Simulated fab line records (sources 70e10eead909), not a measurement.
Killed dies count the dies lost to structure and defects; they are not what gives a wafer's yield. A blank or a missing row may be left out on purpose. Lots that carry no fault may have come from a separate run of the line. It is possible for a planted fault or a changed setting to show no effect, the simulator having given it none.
Matching of chambers + flow nand_harc + pecvd-03 running NHARC_A_STAIRCASE_DEP_471: 3 sister chambers
The step deposits SiO2, target thk 100 nm. 3 wafers are shown with their chamber, then 11 later ones without.

## WAFERS WITH THEIR CHAMBER
| wafer  | chamber | heater_power_w (W) |
|--------|---------|--------------------|
| L085.2 | 1       | 487                |
| L085.5 | 2       | 389                |
| L090.2 | 0       | 555                |

## WAFERS WHOSE CHAMBER IS MISSING
| wafer  | heater_power_w (W) |
|--------|--------------------|
| L090.4 | 569                |
| L090.5 | 514                |
| L092.2 | 623                |
| L092.4 | 476                |
| L092.6 | 640                |
| L094.2 | 568                |
| L094.5 | 586                |
| L094.6 | 392                |
| L097.3 | 495                |
| L097.4 | 494                |
| L097.6 | 373                |

## CHAMBER TAKEN BY EACH
| wafer  | from the rows above     | in truth |
|--------|-------------------------|----------|
| L090.4 | can't be placed: 0 or 1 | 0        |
| L090.5 | can't be placed: 1 or 0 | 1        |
| L092.2 | can't be placed: 0 or 1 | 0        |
| L092.4 | can't be placed: 1 or 0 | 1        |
| L092.6 | can't be placed: 0 or 1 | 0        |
| L094.2 | can't be placed: 0 or 1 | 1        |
| L094.5 | can't be placed: 0 or 1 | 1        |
| L094.6 | 2                       | 2        |
| L097.3 | can't be placed: 1 or 0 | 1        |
| L097.4 | can't be placed: 1 or 0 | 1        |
| L097.6 | 2                       | 2        |
Correctly placed: 2 of 11. Can't be placed from these rows: 9 (the true chamber is among the candidates in 9). Number placed wrongly: 0.
How it was worked out, from the rows above alone: a wafer's distance from a chamber is the root of the sum, over the readings, of the square of ((its reading less the chamber's mean) divided by the reading's scatter). If the next closest chamber is less than 2 further off than the closest, the wafer can't be placed; otherwise it belongs to the closest. For every chamber, the mean is computed from those of its wafers that are shown. The scatter: with one shown wafer a chamber, the root of the mean of the squares of how far each hidden wafer lies from its nearest shown one.
